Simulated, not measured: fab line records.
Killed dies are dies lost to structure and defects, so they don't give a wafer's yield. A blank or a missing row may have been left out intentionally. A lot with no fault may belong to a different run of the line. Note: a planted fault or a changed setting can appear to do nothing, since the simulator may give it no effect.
Matching of chambers ; flow nandHarc ; 4 sister chambers for NHARC_P_CONTACT_CMP_01 on cmp-02
The step polishes SiO2, target thk 200 nm. 22 wafers are shown with their chamber, then 11 later ones without.

## WAFERS, EACH WITH ITS CHAMBER
wafer;chamber;motorCurrentA (A)
L074.3;2;12.5
L074.4;1;10.6
L074.6;0;11.3
L075.3;1;11.6
L075.4;3;12.7
L075.5;0;10.1
L081.2;3;12.4
L081.3;0;10.8
L081.6;2;13.1
L082.1;1;11.4
L082.2;0;10.5
L082.4;3;12.2
L085.1;3;12.6
L085.3;1;11.1
L085.5;1;11.3
L087.1;0;10.9
L087.2;2;12.3
L087.5;0;10.7
L089.1;3;12.7
L089.3;0;10.7
L089.6;3;12.3
L091.3;1;10.9

SIGNATURES (means of the wafers above)
reading;chamber 0;chamber 1;chamber 2;chamber 3;scatter within a chamber
motorCurrentA;10.714;11.150;12.633;12.483;0.337
Rule: a wafer's distance from a chamber is the root of the sum, over the readings, of the square of ((its reading less the chamber's mean) divided by the reading's scatter). The wafer belongs to the nearest chamber; if the next one is less than 2 further off, it can't be placed. The scatter is the square root of a quotient: the sum, over the shown wafers, of each reading's squared deviation from its chamber's mean, divided by wafers minus chambers.

## WAFERS WITH NO CHAMBER GIVEN
wafer;motorCurrentA (A)
L091.5;12.1
L091.6;12.6
L093.1;10.0
L093.2;11.2
L093.6;12.4
L095.2;12.8
L095.3;10.9
L095.4;13.3
L097.1;11.0
L097.5;10.4
L097.6;11.1

## WHICH CHAMBER EACH ONE RAN IN
wafer;from the rows above;in truth
L091.5;can't be placed: 3 or 2 or 1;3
L091.6;can't be placed: 2 or 3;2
L093.1;can't be placed: 0 or 1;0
L093.2;can't be placed: 1 or 0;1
L093.6;can't be placed: 3 or 2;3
L095.2;can't be placed: 2 or 3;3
L095.3;can't be placed: 0 or 1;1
L095.4;can't be placed: 2 or 3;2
L097.1;can't be placed: 1 or 0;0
L097.5;can't be placed: 0 or 1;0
L097.6;can't be placed: 1 or 0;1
Correct placement for 0 of the 11. These rows do not allow placing 11 (true chamber among the candidates in 11). 0 placed wrongly.
